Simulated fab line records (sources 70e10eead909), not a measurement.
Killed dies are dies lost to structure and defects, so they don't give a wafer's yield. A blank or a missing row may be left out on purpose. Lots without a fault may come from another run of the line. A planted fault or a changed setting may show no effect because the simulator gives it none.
fab line records -- flow nandHarc
[record] lots = 13, wafers = 39, lastDay = 24
route steps=1159 shown A_CONTACT@921 THIN_TSV@1122 END@1159
lots that met no fault: taken from a fault-free run of the same line
startH: the number of hours between the record's first day and the start of the first shown wafer of the lot -- waitH: hours elapsed since this lot's preceding step -- " as in the row above -- L1.1+2: several wafers, shown together as one row -- - either no value or no given start -- * or withheld: withheld -- < > ~ a bound
route shown NAME@n: NAME is a module with steps in the file, n the number in the route of the first one -- usual: mean/standard deviation taken from wafers without a fault -- same: alike in all rows -- chamber/n: place in a boat -- sites: readings site by site -- _std_site: how widely they spread, as a standard deviation -- _edge_site: outer sites' mean less inner sites' -- radiusMm: for every site, how far away it sits from the centre of the wafer -- mask NAME#n: copy n -- behind: the last tool/chamber to shape the wafer -- hold: what put the lot on hold/how long, in hours/how the hold closed -- device: transistor that didn't switch, given as n, p or np -- end of line: tests of these same wafers at the route's end -- step lacking rows: just its recipe -- killed: dies lost to structure and defects at the first sort, not the wafer's yield -- map: a wafer's dies, x killed, . not, _ none there
set.NAME: setting as actually run; set.NAME@STEP: the setting as run at that earlier step -- model.NAME: the simulator's own value behind a step, which no gauge read
route steps across a sampled set of lots; one table per step, one row per wafer
services: the hour from which a tool's chamber was out of use, counted from the record's first day as startH (under 0 if before that day), plus the number of hours and why
[[steps]]
[step NHARC_A_CONTACT_STRIP_82]
[recipe] o2FlowSccm = 500, arFlowSccm = 0, biasW = 0, chemistry = O2
[usual] drypumpMotorCurrentA = 5.8/0.54, oesProductAu = 0.999/0.0074, rfVppV = 57.7/0.87, showerheadPlenumPTorr = 3.55/0.15, throttleValvePct = 17.037/0.0096
lot.wafer,tool,chamber,startH,waitH,drypumpMotorCurrentA,oesProductAu,rfHoursCounterH,rfVppV,showerheadPlenumPTorr,throttleValvePct
L615.1,rieDiel-06,0,373.67,-,5.3,1.006,24,56.8,3.48,17.040
L615.6,rieDiel-06,1,373.67,-,5.4,0.983,-,56.2,3.29,17.034
L615.5,rieDiel-06,2,373.67,-,5.1,0.997,-,58.4,3.69,17.038
L618.1,rieDiel-06,0,386.88,-,5.3,1.003,26,57.8,3.48,17.036
L618.5,rieDiel-06,2,386.88,-,5.1,0.994,-,56.5,3.69,17.040
L618.6,rieDiel-06,3,386.88,-,6.6,0.984,-,58.3,3.68,17.026
L620.3,rieDiel-13,2,390.40,-,5.8,1.013,39,58.0,3.54,17.042
L620.2,rieDiel-13,3,390.40,-,6.4,0.996,44,59.6,3.63,17.037
L620.1,rieDiel-13,0,390.40,-,5.9,0.997,43,57.4,3.78,17.052
L619.2,rieDiel-05,0,391.09,-,6.1,0.990,17,58.3,3.73,17.029
L619.1,rieDiel-05,1,391.09,-,5.9,0.991,16,57.3,3.69,17.057
L619.6,rieDiel-05,0,391.09,-,6.1,0.991,-,59.4,3.72,17.042
L621.2,rieDiel-05,0,419.43,-,6.1,0.992,28,58.7,3.72,17.038
L621.6,rieDiel-05,2,419.43,-,5.6,1.001,-,57.4,3.52,17.041
L621.5,rieDiel-05,3,419.43,-,6.3,0.984,-,55.9,3.54,17.053
L622.1,rieDiel-06,1,431.19,-,5.4,1.002,1,56.9,3.29,17.045
L622.5,rieDiel-06,3,431.19,-,6.7,1.009,-,59.1,3.68,17.034
L622.6,rieDiel-06,0,431.19,-,5.3,1.002,-,57.4,3.48,17.039
L624.4,rieDiel-13,1,435.44,-,6.2,0.996,55,57.5,3.42,17.048
L624.5,rieDiel-13,2,435.44,-,5.8,1.004,-,56.0,3.53,17.027
L624.6,rieDiel-13,3,435.44,-,6.4,0.995,-,58.5,3.62,17.046
L626.2,rieDiel-06,3,447.99,-,6.7,0.998,4,58.3,3.68,17.045
L626.4,rieDiel-06,0,447.99,-,5.3,0.998,4,57.3,3.48,17.038
L626.6,rieDiel-06,2,447.99,-,5.0,1.008,-,59.2,3.68,17.021
L630.3,rieDiel-06,1,472.44,-,5.4,1.006,9,57.8,3.29,17.042
L630.4,rieDiel-06,2,472.44,-,5.0,1.005,9,58.5,3.68,17.028
L630.6,rieDiel-06,0,472.44,-,5.3,1.003,-,57.9,3.47,17.030
L631.1,rieDiel-06,2,478.30,-,5.0,0.999,11,58.2,3.68,17.039
L631.6,rieDiel-06,1,478.30,-,5.5,1.007,-,57.7,3.29,17.019
L631.5,rieDiel-06,2,478.30,-,5.0,1.007,-,57.9,3.68,17.031
L636.1,rieDiel-13,0,490.40,-,5.9,0.995,9,58.2,3.77,17.023
L636.6,rieDiel-13,1,490.40,-,6.2,1.005,-,58.7,3.41,17.043
L636.5,rieDiel-13,2,490.40,-,5.8,1.004,-,58.1,3.52,17.047
L635.3,rieDiel-06,2,495.96,-,5.0,0.990,15,57.1,3.67,17.039
L635.2,rieDiel-06,3,495.96,-,6.6,0.984,12,56.9,3.67,17.032
L635.6,rieDiel-06,0,495.96,-,5.3,0.998,-,58.8,3.47,17.044
L633.1,rieDiel-06,3,507.74,-,6.6,1.001,15,58.8,3.67,17.030
L633.6,rieDiel-06,2,507.74,-,5.0,1.002,-,58.4,3.67,17.050
L633.5,rieDiel-06,3,507.74,-,6.6,1.012,-,57.8,3.67,17.040
[step NHARC_THIN_TSV_STRIP_45]
[recipe] powerW = 1500, tempC = 250, chemistry = O2
[usual] drypumpMotorCurrentA = 5.8/0.49, heaterPowerW = 333/24
lot.wafer,tool,chamber,startH,waitH,drypumpMotorCurrentA,heaterPowerW,rfHoursCounterH
L615.1,plasmaAsher-01,0,424.23,0.1,5.4,301,52
L615.5,plasmaAsher-01,1,424.23,0.1,6.1,374,-
L615.6,plasmaAsher-01,0,424.23,0.1,5.4,294,-
L618.1,plasmaAsher-01,0,431.30,0.1,5.3,302,54
L618.6,plasmaAsher-01,1,431.30,0.1,6.1,370,-
L618.5,plasmaAsher-01,0,431.30,0.1,5.3,301,-
L620.2,plasmaAsher-02,1,432.50,0.1,6.4,347,18
L620.1,plasmaAsher-02,0,432.50,0.1,5.2,303,18
L620.3,plasmaAsher-02,1,432.50,0.1,6.4,344,-
L619.2,plasmaAsher-01,1,433.91,0.3,6.1,374,56
L619.1,plasmaAsher-01,0,433.91,0.3,5.3,309,56
L619.6,plasmaAsher-01,0,433.91,0.3,5.3,300,-
L621.2,plasmaAsher-02,1,458.78,0.1,6.4,351,29
L621.5,plasmaAsher-02,0,458.78,0.1,5.2,303,-
L621.6,plasmaAsher-02,1,458.78,0.1,6.4,344,-
L622.1,plasmaAsher-02,0,486.45,0.1,5.2,303,39
L622.5,plasmaAsher-02,1,486.45,0.1,6.4,352,-
L622.6,plasmaAsher-02,0,486.45,0.1,5.2,302,-
L624.4,plasmaAsher-02,1,488.09,0.2,6.4,346,-
L624.5,plasmaAsher-02,0,488.09,0.2,5.3,310,-
L624.6,plasmaAsher-02,1,488.09,0.2,6.4,342,-
L626.2,plasmaAsher-01,1,494.50,0.1,6.1,358,9
L626.4,plasmaAsher-01,0,494.50,0.1,5.3,324,-
L626.6,plasmaAsher-01,0,494.50,0.1,5.3,329,-
L630.3,plasmaAsher-01,1,520.31,0.2,6.1,358,-
L630.4,plasmaAsher-01,0,520.31,0.2,5.4,334,-
L630.6,plasmaAsher-01,1,520.31,0.2,6.2,349,-
L631.1,plasmaAsher-01,0,529.10,0.1,5.4,329,22
L631.6,plasmaAsher-01,1,529.10,0.1,6.1,344,-
L631.5,plasmaAsher-01,0,529.10,0.1,5.4,333,-
L635.2,plasmaAsher-02,1,537.08,0.1,6.4,345,54
L635.3,plasmaAsher-02,1,537.08,0.1,6.4,353,-
L635.6,plasmaAsher-02,0,537.08,0.1,5.2,306,-
L636.1,plasmaAsher-01,0,538.24,0.1,5.3,330,26
L636.6,plasmaAsher-01,1,538.24,0.1,6.1,352,-
L636.5,plasmaAsher-01,0,538.24,0.1,5.4,341,-
L633.1,plasmaAsher-01,0,546.83,0.7,5.4,328,34
L633.5,plasmaAsher-01,0,546.83,0.7,5.3,333,-
L633.6,plasmaAsher-01,1,546.83,0.7,6.1,344,-
[step NHARC_THIN_TSV_ANNEAL_52]
[recipe] tempC = 225, timeS = 90
[usual] wafer_temp_C_max = 226.6/0.38
lot.wafer,tool,chamber,startH,waitH,wafer_temp_C_max
L615.1,rtpAnneal-02,0,427.08,0.5,226.6
L615.5,rtpAnneal-02,0,427.08,0.5,226.9
L615.6,rtpAnneal-02,0,427.08,0.5,226.4
L618.1,rtpAnneal-01,0,434.41,0.5,226.5
L618.5,rtpAnneal-01,0,434.41,0.5,226.1
L618.6,rtpAnneal-01,0,434.41,0.5,225.9
L620.1,rtpAnneal-02,0,435.91,0.5,226.7
L620.2,rtpAnneal-02,0,435.91,0.5,226.7
L620.3,rtpAnneal-02,0,435.91,0.5,226.6
L619.1,rtpAnneal-01,0,436.82,0.5,226.0
L619.2,rtpAnneal-01,0,436.82,0.5,226.3
L619.6,rtpAnneal-01,0,436.82,0.5,226.6
L621.2,rtpAnneal-02,0,461.73,0.6,226.8
L621.5,rtpAnneal-02,0,461.73,0.6,226.2
L621.6,rtpAnneal-02,0,461.73,0.6,227.8
L622.1,rtpAnneal-02,0,489.31,0.5,226.7
L622.5,rtpAnneal-02,0,489.31,0.5,226.2
L622.6,rtpAnneal-02,0,489.31,0.5,226.5
L624.4,rtpAnneal-01,0,491.02,0.5,226.6
L624.5,rtpAnneal-01,0,491.02,0.5,226.2
L624.6,rtpAnneal-01,0,491.02,0.5,226.4
L626.2,rtpAnneal-02,0,497.52,0.7,226.9
L626.4,rtpAnneal-02,0,497.52,0.7,226.9
L626.6,rtpAnneal-02,0,497.52,0.7,227.1
L630.3,rtpAnneal-02,0,523.29,0.5,226.6
L630.4,rtpAnneal-02,0,523.29,0.5,227.1
L630.6,rtpAnneal-02,0,523.29,0.5,227.3
L631.1,rtpAnneal-02,0,532.31,0.6,227.1
L631.5,rtpAnneal-02,0,532.31,0.6,226.2
L631.6,rtpAnneal-02,0,532.31,0.6,227.0
L635.2,rtpAnneal-02,0,540.00,0.6,227.0
L635.3,rtpAnneal-02,0,540.00,0.6,226.9
L635.6,rtpAnneal-02,0,540.00,0.6,227.7
L636.1,rtpAnneal-01,0,543.04,0.6,226.7
L636.5,rtpAnneal-01,0,543.04,0.6,226.4
L636.6,rtpAnneal-01,0,543.04,0.6,226.8
L633.1,rtpAnneal-02,0,549.75,0.5,227.3
L633.5,rtpAnneal-02,0,549.75,0.5,227.0
L633.6,rtpAnneal-02,0,549.75,0.5,227.4
[step NHARC_THIN_TSV_ETCH_36]
[recipe] targetDepthA = 650, overEtchFrac = 0.3, timeS = 18.571, ionEnergyEv = 150, chemistry = Cl2/BCl3
[usual] drypumpMotorCurrentA = 5.32/0.16, oesProductAu = 1.000/0.0076
lot.wafer,tool,chamber,startH,waitH,drypumpMotorCurrentA,oesProductAu,rfHoursCounterH
L615.1,rieMetal-02,1,429.45,0.2,5.01,0.996,0.6
L615.5,rieMetal-02,0,429.45,0.2,5.41,0.985,-
L615.6,rieMetal-02,1,429.45,0.2,5.01,0.992,-
L618.1,rieMetal-02,0,437.10,0.4,5.42,0.994,1.4
L618.5,rieMetal-02,0,437.10,0.4,5.42,0.994,-
L618.6,rieMetal-02,0,437.10,0.4,5.42,0.992,-
L620.2,rieMetal-01,1,438.27,0.2,5.05,0.998,3.3
L620.1,rieMetal-01,0,438.27,0.2,5.19,0.994,3.3
L620.3,rieMetal-01,1,438.27,0.2,5.10,0.998,-
L619.1,rieMetal-02,0,439.53,0.4,5.42,0.998,1.8
L619.2,rieMetal-02,0,439.53,0.4,5.42,0.995,-
L619.6,rieMetal-02,0,439.53,0.4,5.41,0.996,-
L621.2,rieMetal-03,0,464.07,0.2,5.32,1.001,0.2
L621.5,rieMetal-03,0,464.07,0.2,5.32,0.999,-
L621.6,rieMetal-03,1,464.07,0.2,5.49,1.002,-
L622.1,rieMetal-03,0,491.82,0.2,5.31,1.005,0.7
L622.5,rieMetal-03,0,491.82,0.2,5.30,1.007,-
L622.6,rieMetal-03,1,491.82,0.2,5.49,1.010,-
L624.4,rieMetal-03,0,493.37,0.1,5.30,1.000,-
L624.5,rieMetal-03,0,493.37,0.1,5.31,1.000,-
L624.6,rieMetal-03,1,493.37,0.1,5.49,1.004,-
L626.2,rieMetal-03,0,499.87,0.2,5.34,1.002,1.1
L626.4,rieMetal-03,0,499.87,0.2,5.31,1.007,-
L626.6,rieMetal-03,1,499.87,0.2,5.48,1.010,-
L630.4,rieMetal-02,0,525.56,0.2,5.42,0.991,-
L630.3,rieMetal-02,1,525.56,0.2,5.01,0.995,-
L630.6,rieMetal-02,1,525.56,0.2,5.00,0.991,-
L631.1,rieMetal-01,1,534.82,0.2,5.09,0.992,0.7
L631.5,rieMetal-01,1,534.82,0.2,5.08,0.985,-
L631.6,rieMetal-01,0,534.82,0.2,5.21,0.995,-
L635.2,rieMetal-02,0,542.45,0.2,5.42,0.992,5.2
L635.3,rieMetal-02,1,542.45,0.2,5.01,0.997,-
L635.6,rieMetal-02,1,542.45,0.2,5.02,1.002,-
L636.1,rieMetal-03,0,545.44,0.2,5.33,1.002,2.4
L636.5,rieMetal-03,1,545.44,0.2,5.49,1.009,-
L636.6,rieMetal-03,0,545.44,0.2,5.33,1.007,-
L633.1,rieMetal-03,1,552.12,0.2,5.48,1.008,2.6
L633.6,rieMetal-03,1,552.12,0.2,5.49,1.005,-
L633.5,rieMetal-03,0,552.12,0.2,5.35,1.012,-
[step NHARC_END_SORT_01]
[recipe] tempC = 25
[usual] killedAtArray = 31/12, killedAtOther = 0.6/0.85, killedAtPeriphery = 3.0/2.3, killedDies = 35/12, killedOpen = 3.2/1.9, killedShort = 1.8/1.4
[same] grossDies = 677
lot.wafer,tool,chamber,startH,waitH,killedAtArray,killedAtOther,killedAtPeriphery,killedDies,killedOpen,killedShort
L619.1,prober-02,0,453.39,2.5,39,0,2,41,3,3
L619.2,prober-02,0,454.21,2.8,30,0,1,31,3,1
L619.6,prober-02,0,457.49,4.1,30,0,1,31,1,3
L624.4,prober-01,0,503.30,3.4,34,0,2,36,4,2
L624.5,prober-01,0,504.09,3.7,40,1,3,44,2,1
L624.6,prober-01,0,504.89,4.0,32,0,2,34,4,0
L635.2,prober-01,0,552.35,2.8,124,0,6,130,5,2
L635.3,prober-01,0,553.15,3.1,113,0,3,116,4,0
L635.6,prober-01,0,555.54,4.0,105,1,4,110,6,1
L633.1,prober-02,0,564.92,2.5,103,0,5,108,1,1
L633.5,prober-02,0,568.10,3.7,97,0,9,106,2,2
L633.6,prober-02,0,568.90,4.0,112,0,5,117,6,3
// killed by level:class
L619.1 A_CHANNEL_HOLE_D1:chamberFilmFlake=17 A_SLIT:chamberFilmFlake=10 A_CONTACT:chamberFilmFlake=4 A_STAIRCASE:chamberFilmFlake=3 P_CONTACT:geometricParticle:short=1 A_SOURCE_PLATE:geometricParticle:open=1 A_ONON_D1:geometricParticle:short=1 A_CHANNEL_FILL_D1:geometricParticle:open=1
L619.2 A_CHANNEL_HOLE_D1:chamberFilmFlake=13 A_SLIT:chamberFilmFlake=8 A_STAIRCASE:chamberFilmFlake=5 P_CONTACT:geometricParticle:open=1 A_SGD_CUT:geometricParticle:short=1 A_BLC:geometricParticle:open=1 A_M0:geometricParticle:open=1 A_CONTACT:chamberFilmFlake=1
L619.6 A_SLIT:chamberFilmFlake=13 A_CHANNEL_HOLE_D1:chamberFilmFlake=11 A_STAIRCASE:chamberFilmFlake=2 P_M1:geometricParticle:short=1 A_ONON_D1:geometricParticle:open=1 A_CHANNEL_FILL_D1:geometricParticle:short=1 A_CONTACT:geometricParticle:short=1 A_CONTACT:chamberFilmFlake=1
L624.4 A_SLIT:chamberFilmFlake=13 A_CHANNEL_HOLE_D1:chamberFilmFlake=9 A_STAIRCASE:chamberFilmFlake=3 A_CONTACT:chamberFilmFlake=3 P_M2:geometricParticle:open=1 A_CHANNEL_FILL_D1:geometricParticle:open=1 A_SGD_CUT:geometricParticle:open=1 A_SLIT:geometricParticle:short=1
L624.5 A_CHANNEL_HOLE_D1:chamberFilmFlake=16 A_SLIT:chamberFilmFlake=16 A_CONTACT:chamberFilmFlake=3 A_STAIRCASE:chamberFilmFlake=2 P_CONTACT:geometricParticle:open=1 A_ONON_D1:geometricParticle:open=1 A_CONTACT:geometricParticle:short=1 P_ZERO_WELL:chamberFilmFlake=1
L624.6 A_SLIT:chamberFilmFlake=12 A_CHANNEL_HOLE_D1:chamberFilmFlake=9 A_STAIRCASE:chamberFilmFlake=4 A_CONTACT:geometricParticle:open=2 P_ZERO_WELL:chamberFilmFlake=2 A_WL_FILL:chamberFilmFlake=2 A_WL_FILL:geometricParticle:open=1 A_BLC:geometricParticle:open=1
L635.2 A_CONTACT:unspecified=84 A_SLIT:chamberFilmFlake=16 A_CHANNEL_HOLE_D1:chamberFilmFlake=15 A_CONTACT:chamberFilmFlake=4 P_M0:chamberFilmFlake=3 A_ONON_D1:geometricParticle:open=2 A_M0:geometricParticle:open=2 P_M0:geometricParticle:short=1
L635.3 A_CONTACT:unspecified=78 A_SLIT:chamberFilmFlake=18 A_CHANNEL_HOLE_D1:chamberFilmFlake=7 A_CONTACT:chamberFilmFlake=5 P_CONTACT:geometricParticle:open=2 A_STAIRCASE:chamberFilmFlake=2 A_ONON_D1:geometricParticle:open=1 A_CONTACT:geometricParticle:open=1
L635.6 A_CONTACT:unspecified=79 A_SLIT:chamberFilmFlake=11 A_CHANNEL_HOLE_D1:chamberFilmFlake=7 A_CONTACT:geometricParticle:open=3 P_M0:chamberFilmFlake=3 P_CONTACT:geometricParticle:open=1 A_WL_FILL:geometricParticle:open=1 A_M0:geometricParticle:open=1
L633.1 A_CONTACT:unspecified=78 A_CHANNEL_HOLE_D1:chamberFilmFlake=18 P_STI:chamberFilmFlake=3 A_CONTACT:chamberFilmFlake=3 A_CONTACT:geometricParticle:open=1 A_M1:geometricParticle:short=1 P_ZERO_WELL:chamberFilmFlake=1 P_CONTACT:chamberFilmFlake=1
L633.5 A_CONTACT:unspecified=71 A_CHANNEL_HOLE_D1:chamberFilmFlake=17 A_CONTACT:chamberFilmFlake=7 P_CONTACT:chamberFilmFlake=6 P_CONTACT:geometricParticle:short=2 A_ONON_D1:geometricParticle:open=1 A_CHANNEL_FILL_D1:geometricParticle:open=1 P_ZERO_WELL:chamberFilmFlake=1
L633.6 A_CONTACT:unspecified=79 A_CHANNEL_HOLE_D1:chamberFilmFlake=18 A_CONTACT:chamberFilmFlake=5 A_CHANNEL_FILL_D1:geometricParticle:short=2 A_M0:geometricParticle:open=2 P_STI:chamberFilmFlake=2 P_CONTACT:chamberFilmFlake=2 P_CONTACT:geometricParticle:open=1
[[services]]
tool,chamber,startH,hours,kind
plasmaAsher-02,-,360.65,9.0,pm
rieDiel-06,0,372.72,-,clean
rieDiel-06,1,372.72,-,clean
rieDiel-06,2,372.72,-,clean
rieDiel-06,3,372.72,-,clean
rieDiel-05,2,373.55,2.0,repair
rieMetal-02,-,388.00,9.0,pm
plasmaAsher-02,-,395.19,6.6,repair
rieDiel-06,0,397.37,-,clean
rieDiel-06,1,397.37,-,clean
rieDiel-06,2,397.37,-,clean
rieDiel-06,-,418.20,9.0,pm
rieMetal-02,1,430.40,27.4,repair
plasmaAsher-01,-,453.00,9.0,pm
rieMetal-03,-,453.00,9.0,pm
rieDiel-13,-,453.14,9.0,pm
rieDiel-06,3,475.93,7.0,repair
rieDiel-05,2,479.22,14.6,repair
rieMetal-01,-,486.95,1.1,repair
plasmaAsher-02,-,492.45,3.6,repair
rieMetal-01,-,509.00,9.0,pm
rieDiel-05,-,518.56,9.0,pm
plasmaAsher-02,-,537.65,9.0,pm
rieDiel-06,3,539.82,2.7,repair
[[key]]
[firstSign] step = NHARC_END_SORT_01, reading = killedDies, direction = up, sigmas = 6.9, usual = 35, struck = 114
[effect] step = NHARC_END_SORT_01, reading = killedAtArray, direction = up, sigmas = 6.7, usual = 31, struck = 109
[moreKillsBornAt] NHARC_A_CONTACT_STRIP_82@rieDiel-06 = 469
metAt NHARC_A_CONTACT_STRIP_82
struckLots L633,L635
testerLeftOut L633,L635
notActingAt NHARC_THIN_TSV_STRIP_45,NHARC_THIN_TSV_ANNEAL_52,NHARC_THIN_TSV_ETCH_36
onsetBetween 478.30 495.96
[fault] kind = chamberParticleSource, tool = rieDiel-06, chamber = -, onsetH = 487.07, steps = NHARC_A_CONTACT_STRIP_82, ratePerVisitCm2 = 0.55161, endH = 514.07
// testerLeftOut: of these lots the tester's yield and bins aren't shown, on N5 and GAA mostly nor the transistor test; their killed dies are dies lost to structure and defects alone, not to doping, threshold or leakage, so they don't give the yield
